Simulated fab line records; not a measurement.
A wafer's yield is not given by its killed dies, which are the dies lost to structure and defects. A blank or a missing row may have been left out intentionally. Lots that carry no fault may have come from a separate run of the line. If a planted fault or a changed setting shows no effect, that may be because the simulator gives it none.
Matching of chambers :: flow n5-finfet :: N5_BEOL_M11_ETCH_61 on rie-diel-01 has 4 sister chambers
The step etches SiARC in CF4, target depth 39 nm, time 65 s. 7 wafers are shown with their chamber, then 7 later ones without.

## WAFERS PAIRED WITH THEIR CHAMBERS
wafer: L078.2
chamber: 0
showerhead-plenum-p-Torr (Torr): 2.05
drypump-motor-current-A (A): 5.42

wafer: L081.5
chamber: 3
showerhead-plenum-p-Torr (Torr): 2.16
drypump-motor-current-A (A): 5.17

wafer: L082.1
chamber: 2
showerhead-plenum-p-Torr (Torr): 2.20
drypump-motor-current-A (A): 5.74

wafer: L082.2
chamber: 1
showerhead-plenum-p-Torr (Torr): 2.18
drypump-motor-current-A (A): 5.49

wafer: L082.6
chamber: 3
showerhead-plenum-p-Torr (Torr): 2.16
drypump-motor-current-A (A): 5.17

wafer: L086.1
chamber: 0
showerhead-plenum-p-Torr (Torr): 2.04
drypump-motor-current-A (A): 5.44

wafer: L086.2
chamber: 2
showerhead-plenum-p-Torr (Torr): 2.20
drypump-motor-current-A (A): 5.75

## WAFERS WITH NO CHAMBER GIVEN
wafer: L086.4
showerhead-plenum-p-Torr (Torr): 2.16
drypump-motor-current-A (A): 5.16

wafer: L092.2
showerhead-plenum-p-Torr (Torr): 2.19
drypump-motor-current-A (A): 5.69

wafer: L092.4
showerhead-plenum-p-Torr (Torr): 2.15
drypump-motor-current-A (A): 5.16

wafer: L092.6
showerhead-plenum-p-Torr (Torr): 2.04
drypump-motor-current-A (A): 5.41

wafer: L096.1
showerhead-plenum-p-Torr (Torr): 2.03
drypump-motor-current-A (A): 5.41

wafer: L096.4
showerhead-plenum-p-Torr (Torr): 2.19
drypump-motor-current-A (A): 5.74

wafer: L096.6
showerhead-plenum-p-Torr (Torr): 2.19
drypump-motor-current-A (A): 5.70

## WHICH CHAMBER EACH ONE RAN IN
wafer: L086.4
from the rows above: 3
in truth: 3

wafer: L092.2
from the rows above: 2
in truth: 2

wafer: L092.4
from the rows above: 3
in truth: 3

wafer: L092.6
from the rows above: 0
in truth: 0

wafer: L096.1
from the rows above: 0
in truth: 0

wafer: L096.4
from the rows above: 2
in truth: 2

wafer: L096.6
from the rows above: 2
in truth: 2
Placed correctly: 7 of 7. From these rows, 0 cannot be placed. Placed wrongly: 0.
How it was worked out, from the rows above alone: a wafer's distance from a chamber is the root of the sum, over the readings, of the square of ((its reading less the chamber's mean) divided by the reading's scatter). The wafer belongs to the nearest chamber; if the next one is less than 2 further off, it can't be placed. A chamber's mean is the mean of its shown wafers. How the scatter is found: for the shown wafers, subtract from each reading the mean of its chamber, square and add these, divide the total by (wafers less chambers), then take the root.
